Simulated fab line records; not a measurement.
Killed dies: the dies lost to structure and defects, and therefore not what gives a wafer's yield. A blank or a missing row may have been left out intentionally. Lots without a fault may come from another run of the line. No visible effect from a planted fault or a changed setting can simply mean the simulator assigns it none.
Split-lot trial + flow n5_finfet + 21 wafers read across 7 lots, on a route 1938 steps long

== THE SPLIT ==
At N5_SDB_ALD_29 (deposits SiNx, target thk 30 nm, pulse time 1 s, ald cycles 600), the setting ald_cycles was moved away from the recipe's 600 on 7 of the 21 wafers read, by -16.0% to +13.0%. For the rest of the wafers, this setting stayed at what the recipe calls for.

The split's own step is where the reading is taken.

== THE READING ==
SiNx_of_SDB_ALD_29.thk_nm (the simulator's own value, which no gauge read), in nm, at N5_SDB_ALD_29 (deposits SiNx, target thk 30 nm, pulse time 1 s, ald cycles 600). The file does not state a usual value for it. The 14 wafers here that ran the recipe average 30.0 nm, standard deviation 0.12 nm.

| wafer  | tool, chamber at the split | ald_cycles as run | against the recipe | SiNx_of_SDB_ALD_29.thk_nm, nm | against lot-mates on the recipe |
|--------|----------------------------|-------------------|--------------------|-------------------------------|---------------------------------|
| L074.1 | ald_sin-02, 3              | 600               | recipe             | 29.8                          | -                               |
| L074.5 | ald_sin-02, 3,0            | 650               | +8.3%              | 32.4                          | +2.6                            |
| L074.6 | ald_sin-02, 3,0            | 650               | +8.3%              | 32.4                          | +2.6                            |
| L076.1 | ald_sin-02, 2,2,1          | 600               | recipe             | 30                            | -                               |
| L076.5 | ald_sin-02, 2,2,1          | 600               | recipe             | 30                            | -                               |
| L076.6 | ald_sin-02, 2,2,1          | 600               | recipe             | 30                            | -                               |
| L084.1 | ald_sin-04, 1,0            | 600               | recipe             | 30.2                          | -                               |
| L084.6 | ald_sin-04, 1,0            | 600               | recipe             | 30.2                          | -                               |
| L084.3 | ald_sin-04, 3              | 600               | recipe             | 30                            | -                               |
| L085.1 | ald_sin-02, 0              | 533               | -11.2%             | 26.6                          | -3.4                            |
| L085.6 | ald_sin-02, 0              | 533               | -11.2%             | 26.6                          | -3.4                            |
| L085.5 | ald_sin-02, 1              | 600               | recipe             | 30                            | -                               |
| L087.1 | ald_sin-03, 0              | 504               | -16.0%             | 25                            | -5.0                            |
| L087.2 | ald_sin-03, 1,2            | 600               | recipe             | 30                            | -                               |
| L087.3 | ald_sin-03, 1,2            | 600               | recipe             | 30                            | -                               |
| L089.4 | ald_sin-02, 1,3            | 600               | recipe             | 30                            | -                               |
| L089.6 | ald_sin-02, 1,3            | 600               | recipe             | 30                            | -                               |
| L089.5 | ald_sin-02, 0              | 600               | recipe             | 30.2                          | -                               |
| L094.2 | ald_sin-04, 3              | 678               | +13.0%             | 33.4                          | +3.6                            |
| L094.5 | ald_sin-04, 1              | 678               | +13.0%             | 33.6                          | +3.8                            |
| L094.6 | ald_sin-04, 2              | 600               | recipe             | 29.8                          | -                               |
Rows listing several chambers each stand for several wafers; the file does not say which wafer went through which chamber.

FIT RESULTS
A straight line over all 21 wafers: SiNx_of_SDB_ALD_29.thk_nm changes by +0.292 nm for each +1% of ald_cycles; r = +1.00; the points scatter about the line by 0.16 nm.
The same after taking each lot's own level away (the mean of its wafers on the recipe; 21 wafers): +0.301 nm for each +1%; r = +1.00; scatter 0.1 nm.
Per that fit: largest ald_cycles move, reading shift of 4.8 nm.
Across the lots, their own levels run from 29.80 to 30.13 nm, a range of 2.8 times the standard deviation given above.
So the lot-to-lot level changes the slope little: the two slopes agree.
Check: for one of the wafers moved furthest among these (-16.0%), held out of the fit, the line's prediction against its lot-mates is -4.76 nm. Against them it came out at -5 nm.

== ADDITIONAL SPLITS CARRIED BY THESE WAFERS ==
These wafers also went through other splits before the reading. Each is held against what the fit with the lots' levels taken away leaves over:
| other split on the same wafers       | wafers away from the commonest value | r with SiNx_of_SDB_ALD_29.thk_nm (lot level and that fit taken away) |
|--------------------------------------|--------------------------------------|----------------------------------------------------------------------|
| N5_SD_EPI_N_COAT_33 spin_rpm         | 7                                    | +0.32                                                                |
| N5_SD_EPI_N_ETCH_35 time_s           | 3                                    | -0.07                                                                |
| N5_SD_EPI_N_ETCH_45 target_depth_a   | 8                                    | -0.36                                                                |
| N5_SD_EPI_N_EPI_21 epi_growth_time_s | 6                                    | -0.07                                                                |
| N5_SDB_CUT_ETCH_26 icp_w             | 7                                    | -0.21                                                                |

== FILE'S OWN FIT ==
SiNx_of_SDB_ALD_29.thk_nm changes by +0.303 nm for each +1% of ald_cycles, r = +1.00.
